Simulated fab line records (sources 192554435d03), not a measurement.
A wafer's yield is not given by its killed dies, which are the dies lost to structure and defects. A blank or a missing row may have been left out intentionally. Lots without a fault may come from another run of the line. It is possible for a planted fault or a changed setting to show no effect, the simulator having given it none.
Chamber matching / flow n5Finfet / rieDiel-01 running N5_BEOL_M0_STRIP_104: 4 sister chambers
The step strips in N2/H2. 4 wafers are shown with their chamber, then 7 later ones without.

## EACH WAFER AND ITS CHAMBER
wafer=L083.1; chamber=1; showerheadPlenumPTorr (Torr)=2.37
wafer=L092.4; chamber=3; showerheadPlenumPTorr (Torr)=2.60
wafer=L094.1; chamber=0; showerheadPlenumPTorr (Torr)=2.64
wafer=L094.5; chamber=2; showerheadPlenumPTorr (Torr)=2.70

## WAFERS WHOSE CHAMBER IS MISSING
wafer=L094.6; showerheadPlenumPTorr (Torr)=2.69
wafer=L096.1; showerheadPlenumPTorr (Torr)=2.64
wafer=L096.5; showerheadPlenumPTorr (Torr)=2.64
wafer=L096.6; showerheadPlenumPTorr (Torr)=2.60
wafer=L097.1; showerheadPlenumPTorr (Torr)=2.64
wafer=L097.2; showerheadPlenumPTorr (Torr)=2.69
wafer=L097.3; showerheadPlenumPTorr (Torr)=2.59

## CHAMBER TAKEN BY EACH
wafer=L094.6; from the rows above=2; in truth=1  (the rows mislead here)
wafer=L096.1; from the rows above=0; in truth=0
wafer=L096.5; from the rows above=0; in truth=0
wafer=L096.6; from the rows above=3; in truth=3
wafer=L097.1; from the rows above=0; in truth=0
wafer=L097.2; from the rows above=2; in truth=2
wafer=L097.3; from the rows above=3; in truth=3
Correctly placed: 6 of 7. Not placeable from these rows: 0. Wrongly placed: 1.
How it was worked out, from the rows above alone: a wafer's distance from a chamber is the root of the sum, over the readings, of the square of ((its reading less the chamber's mean) divided by the reading's scatter). The wafer belongs to the nearest chamber; if the next one is less than 2 further off, it can't be placed. For every chamber, the mean is computed from those of its wafers that are shown. The scatter: root of mean squared gap, hidden wafer to nearest shown wafer, with one shown wafer a chamber.
